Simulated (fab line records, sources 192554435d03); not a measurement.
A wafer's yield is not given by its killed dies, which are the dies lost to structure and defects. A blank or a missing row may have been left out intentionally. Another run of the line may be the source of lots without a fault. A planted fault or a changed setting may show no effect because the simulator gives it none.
Matching of chambers	flow n5_finfet	4 sister chambers for N5_BEOL_M8_ALD_77 on ald_metal-01
The step deposits TaN, target thk 2 nm, pulse time 2 s, purge time 3 s. 18 wafers are shown with their chamber, then 9 later ones without.

## WAFERS WITH THEIR CHAMBER
wafer	chamber	heater_power_w (W)	susceptor_temp_C (C)
L076.1	3	436	274.99
L076.2	2	465	274.94
L076.5	0	365	274.94
L078.1	0	366	275.30
L078.4	3	436	275.11
L078.6	2	460	275.25
L079.2	0	382	275.21
L079.3	1	389	275.32
L079.4	3	429	275.03
L084.1	1	396	274.67
L084.3	3	436	275.02
L084.6	1	386	275.01
L083.1	2	473	275.44
L083.3	1	386	274.87
L083.4	0	377	274.86
L085.1	1	387	274.72
L085.3	2	482	275.10
L085.6	0	371	274.72

SIGNATURES (means of the wafers above)
reading	chamber 0	chamber 1	chamber 2	chamber 3	scatter within a chamber
heater_power_w	372.20	388.80	470.00	434.25	6.53
susceptor_temp_C	275.0060	274.9180	275.1825	275.0375	0.216
Rule: a wafer lies at a distance from a chamber equal to the root of the sum of squares, over the readings, of (its reading less the chamber's mean, divided by the reading's scatter). If the next closest chamber is less than 2 further off than the closest, the wafer can't be placed; otherwise it belongs to the closest. The scatter: the root of (the sum of the squares of (reading less its chamber's mean) over the shown wafers, divided by (wafers less chambers)).

## WAFERS WITH NO CHAMBER GIVEN
wafer	heater_power_w (W)	susceptor_temp_C (C)
L090.2	395	275.03
L090.4	376	275.15
L090.6	445	275.07
L088.1	440	275.00
L088.3	374	275.25
L088.6	470	274.92
L092.4	369	274.69
L092.5	380	274.76
L092.6	442	275.22

## WHICH CHAMBER EACH ONE RAN IN
wafer	from the rows above	in truth
L090.2	1	1
L090.4	can't be placed: 0 or 1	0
L090.6	3	3
L088.1	3	3
L088.3	can't be placed: 0 or 1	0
L088.6	2	2
L092.4	can't be placed: 0 or 1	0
L092.5	can't be placed: 1 or 0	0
L092.6	3	3
Correct placement for 5 of the 9. These rows do not allow placing 4 (true chamber among the candidates in 4). Placed wrongly: 0.
